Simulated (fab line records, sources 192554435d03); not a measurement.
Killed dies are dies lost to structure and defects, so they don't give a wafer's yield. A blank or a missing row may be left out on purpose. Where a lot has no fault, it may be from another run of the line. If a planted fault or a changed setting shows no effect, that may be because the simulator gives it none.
Lot-split experiment ; flow n5 finfet ; 7 lots, 21 wafers read, on a route of 1938 steps

## ON THE SPLIT
At N5_MOL_CONTACT_COAG_COAT_76 (time 60 s, resist thk 10 nm), the setting spin rpm was moved away from the recipe's 1500 rpm on 7 of the 21 wafers read, by -5.5% to +9.0%. The other wafers ran this setting at the recipe's value.

## FROM THE SPLIT TO THE READING: what the file shows between them, 4 steps
- N5_MOL_CONTACT_COAG_COAT_77: time 60 s, resist thk 10 nm
- N5_MOL_CONTACT_COAG_COAT_78: resist thk 40 nm
- N5_MOL_CONTACT_COAG_DESCUM_88: chemistry O2, time 7 s
- N5_MOL_CONTACT_COAG_ETCH_89: etches underlayer in N2/H2, target depth 13 nm, time 10.4 s

## THE READING
etch.depth nm (the simulator's own value, which no gauge read), in nm, at N5_MOL_CONTACT_COAG_ETCH_90 (etches SiARC in CF4, target depth 13 nm, time 21.7 s). The file gives no usual value for it. Across the 14 wafers here that went through the recipe, the average is 9.995 nm and the standard deviation 0.038 nm.

wafer;tool, chamber at the split;spin rpm as run, rpm;against the recipe;etch.depth nm, nm;against lot-mates on the recipe
L080.4;litho track-02, 0;1500;recipe;9.965;-
L080.5;litho track-02, 0;1500;recipe;9.982;-
L080.6;litho track-02, 0;1500;recipe;9.989;-
L082.1;litho track-05, 0;1500;recipe;9.96;-
L082.3;litho track-05, 0;1500;recipe;9.985;-
L082.4;litho track-05, 0;1500;recipe;10;-
L083.1;litho track-02, 0;1579;+5.3%;9.741;no lot-mate on the recipe
L083.3;litho track-02, 0;1579;+5.3%;9.704;no lot-mate on the recipe
L083.4;litho track-02, 0;1579;+5.3%;9.731;no lot-mate on the recipe
L085.1;litho track-03, 0;1417;-5.5%;10.35;+0.310
L085.2;litho track-03, 0;1500;recipe;10.02;-
L085.3;litho track-03, 0;1500;recipe;10.06;-
L087.3;litho track-02, 0;1500;recipe;9.995;-
L087.4;litho track-02, 0;1635;+9.0%;9.6;-0.395
L087.6;litho track-02, 0;1635;+9.0%;9.611;-0.384
L092.1;litho track-03, 0;1591;+6.1%;9.732;-0.323
L092.4;litho track-03, 0;1500;recipe;10.05;-
L092.5;litho track-03, 0;1500;recipe;10.06;-
L093.1;litho track-03, 0;1500;recipe;9.958;-
L093.4;litho track-03, 0;1500;recipe;9.942;-
L093.6;litho track-03, 0;1500;recipe;9.961;-

FIT RESULTS
A straight line over all 21 wafers: etch.depth nm changes by -0.0483 nm for each +1% of spin rpm; r = -0.97; the points scatter about the line by 0.042 nm.
The same after taking each lot's own level away (the mean of its wafers on the recipe; 18 wafers): -0.0469 nm for each +1%; r = -0.99; scatter 0.022 nm.
The reading moves by 0.42 nm for the largest change in spin rpm, on that fit.
Across the lots, their own levels run from 9.9537 to 10.0550 nm, a range of 2.7 times the standard deviation given above.
The two slopes are in agreement: the lot-to-lot level therefore moves the slope only a little.
Check: for one of the wafers moved furthest among these (+9.0%), held out of the fit, the line's prediction against its lot-mates is -0.431 nm. Against them it came out at -0.395 nm.

## OTHER SPLITS ON THESE WAFERS
These wafers also went through other splits before the reading. Each is held against what the fit with the lots' levels taken away leaves over:
other split on the same wafers;wafers away from the commonest value;r with etch.depth nm (lot level and that fit taken away)
N5_GATE_CUT_COAT_27 spin rpm;8;+0.33
N5_GATE_CUT_ETCH_36 cf4 flow sccm;4;+0.17
N5_GATE_CUT_ALD_22 ald cycles;3;-0.01
N5_MOL_CONTACT_COAG_ALD_27 ald cycles;7;-0.02

## THE WHOLE CHAIN: every reading that the file lists as answering this split, in the file's order
step;what it does;reading;change (the file's fit);r (the file's)
N5_MOL_CONTACT_COAG_COAT_76;time 60 s, resist thk 10 nm;SiARC_of_MOL_CONTACT_COAG_COAT_76.thk nm (the simulator's own value, which no gauge read);not straight: 10.4 at the lowest setting, 10 at the recipe, 9.6 at the highest;not given
N5_MOL_CONTACT_COAG_ETCH_90;etches SiARC in CF4, target depth 13 nm, time 21.7 s;etch.depth nm (the simulator's own value, which no gauge read);-0.0485 nm for each +1% of the setting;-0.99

## FILE'S OWN FIT
etch.depth nm changes by -0.0485 nm for each +1% of spin rpm, r = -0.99.
